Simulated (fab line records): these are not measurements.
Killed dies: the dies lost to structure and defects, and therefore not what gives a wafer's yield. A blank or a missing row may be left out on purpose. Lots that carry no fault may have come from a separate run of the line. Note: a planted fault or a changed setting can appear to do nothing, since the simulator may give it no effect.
A lot that was struck, set against a sound lot | flow n5Finfet | 16 out of 1938 route steps
Sound: these wafers, L289.2, L289.4, L289.6. Struck: wafers L298.3, L298.4. (L298.1 of the same lot was not struck and is left out.) The cause comes at the end.
Order at every step that has rows: each side's tool, ch and its chambers, its first start. Under that, the readings that differ: sound wafers | struck wafers | difference of the means | sigmas: that difference in standard deviations of wafers without a fault.
alike: a reading whose means differ by less than 2 such deviations, as well as words and numbers matching on both sides. not compared: withheld readings; readings where some wafer has no value; bounds like >300 that might hide an equal value; numbers whose values overlap and for which the record gives no deviation.
Wherever a step has rows on one side only, a row that says differs or no value, or a row with sigmas, the two part there. When numbers do not overlap yet have no deviation, they are printed without sigmas and do not part them. Lack of a reading on every wafer of one side parts them only where that side has two or more wafers.

N5_SDB_OVL_MEAS_12:
  sound on overlay-01 ch 0, day 4 07:25; struck on overlay-02 ch 0, day 6 15:13
  alike: SDB_OVL
N5_SDB_INSPECT_13: inspects for defects (brightfield).
  struck on defectInspect-02, day 6 15:14; sound on defectInspect-01, day 4 07:27
  alike: rawDefectCount
N5_SDB_DESCUM_16: chemistry O2, time 7.9 s.
  sound on rieDiel-03 ch 0,2, day 4 07:41; struck on rieDiel-06 ch 1,3, day 6 15:16
reading                      | sound          | struck    | difference | sigmas
showerheadPlenumPTorr (Torr) | 2.22 2.22 2.18 | 2.03 2.12 | -0.13      | -2
  alike: drypumpMotorCurrentA, oesProductAu, rfFwdPowerW, rfVppV, throttleValvePct
  not compared: rfHoursCounterH
then, 1 step without rows for these wafers: N5_SDB_ETCH_17 (etches SiARC in CF4, target depth 23.4 nm, time 39 s).
N5_SDB_ETCH_18: etches SOC in N2/H2, target depth 100 nm, overetch 20 nm, time 150 s.
  sound on rieDiel-03 ch 0,2, day 4 07:45; struck on rieDiel-06 ch 1,3, day 6 15:20
  alike: drypumpMotorCurrentA, h2FlowSccm, oesProductAu, rfFwdPowerW, rfVppV, showerheadPlenumPTorr, throttleValvePct
  not compared: rfHoursCounterH
then, 1 step without rows for these wafers: N5_SDB_STRIP_19 (strips in N2/H2).
N5_SDB_STRIP_21: strips in CF4.
  sound on rieDiel-03 ch 0,2, day 4 07:53; struck on rieDiel-06 ch 1,3, day 6 15:29
  alike: drypumpMotorCurrentA, oesProductAu, rfFwdPowerW, rfVppV, showerheadPlenumPTorr, throttleValvePct
  not compared: rfHoursCounterH
N5_SDB_HM_OPEN_20: chemistry CH3F/O2, target SiNx, stops on poly-Si, target depth 24 nm.
  sound on rieDiel-03 ch 0,2, day 4 07:55; struck on rieDiel-06 ch 1,3, day 6 15:30
reading                      | sound          | struck    | difference | sigmas
showerheadPlenumPTorr (Torr) | 2.11 2.11 2.07 | 1.94 2.03 | -0.11      | -2
  alike: drypumpMotorCurrentA, oes_ar_750_au, oes_o_777_au, oesProductAu, rfFwdPowerW, rfVppV, throttleValvePct
  not compared: rfHoursCounterH
then, 3 steps without rows for these wafers: N5_SDB_STRIP_22 (strips in N2/H2); N5_SDB_PRECLEAN_23 (cleans in dHF, time 30 s); N5_SDB_DUMMY_REMOVE_24 (chemistry TMAH, target poly-Si, stops on SiO2, target depth 142 nm, time 57 s, rinse time 30 s).
N5_SDB_ETCH_25: etches SiO2 in C4F6/O2, target depth 10 nm, time 3.3 s.
  sound on rieDiel-01 ch 2,3, day 4 08:13; struck on rieDiel-03 ch 0,1, day 6 16:22
  alike: drypumpMotorCurrentA, oes_ar_750_au, oes_o_777_au, oesProductAu, rfFwdPowerW, rfVppV, showerheadPlenumPTorr, throttleValvePct
  not compared: rfHoursCounterH
N5_SDB_CUT_ETCH_26: etches Si in HBr/Cl2/O2, target depth 129.6 nm, bt time 20 s, time 51.8 s.
  sound on rieSi-02 ch 0,2, day 4 08:19; struck on rieSi-02 ch 0, day 6 16:28
reading                       | sound             | struck      | difference | sigmas
oes_o_777_au (a.u.)           | 0.97 0.96 0.96    | 1.57 1.57   | +0.61      | +18
model.etch.depthNm (nm)       | 126.7 128.8 128.2 | 141.6 140.8 | +13.3      | 
model.SDB.featureDepthNm (nm) | 126.6 128.8 128.2 | 141.6 140.8 | +13.3      | 
  alike: drypumpMotorCurrentA, oesProductAu, throttleValvePct
  not compared: rfFwdPowerW, rfHoursCounterH, model.SiNx_of_SDB_HM_DEP_00.thkNm
N5_SDB_PRECLEAN_38: cleans in dHF, time 10 s.
  sound on wetBench-01 ch 0,3,4, day 4 08:25; struck on wetBench-06 ch 1,3, day 6 16:35
  not compared: model.SiNx_of_SDB_HM_DEP_00.thkNm
then, 1 step without rows for these wafers: N5_SDB_PRECLEAN_39 (cleans in O3/DIW, time 45 s).
-- the record jumps here: 5 days lie between the struck wafers' starts before and after (it left off in module SDB and takes up again in module BEOL_M4, whose first step shown is number 1111 of the route) --
N5_BEOL_M4_RC_MEAS_101:
  sound on prober-01 ch 0, day 8 20:02; struck on prober-01 ch 0, day 11 23:40
  alike: DIBL_N, DIBL_P, IOFF_N, IOFF_P, ION_N, ION_P, SS_N, SS_P, VT_N, VT_P

## WHERE THEY PART
Earliest at N5_SDB_DESCUM_16; latest, in this record, at N5_SDB_CUT_ETCH_26. Later steps at which nothing parts them and some readings are alike: N5_BEOL_M4_RC_MEAS_101.

WHY: what the simulator had put in
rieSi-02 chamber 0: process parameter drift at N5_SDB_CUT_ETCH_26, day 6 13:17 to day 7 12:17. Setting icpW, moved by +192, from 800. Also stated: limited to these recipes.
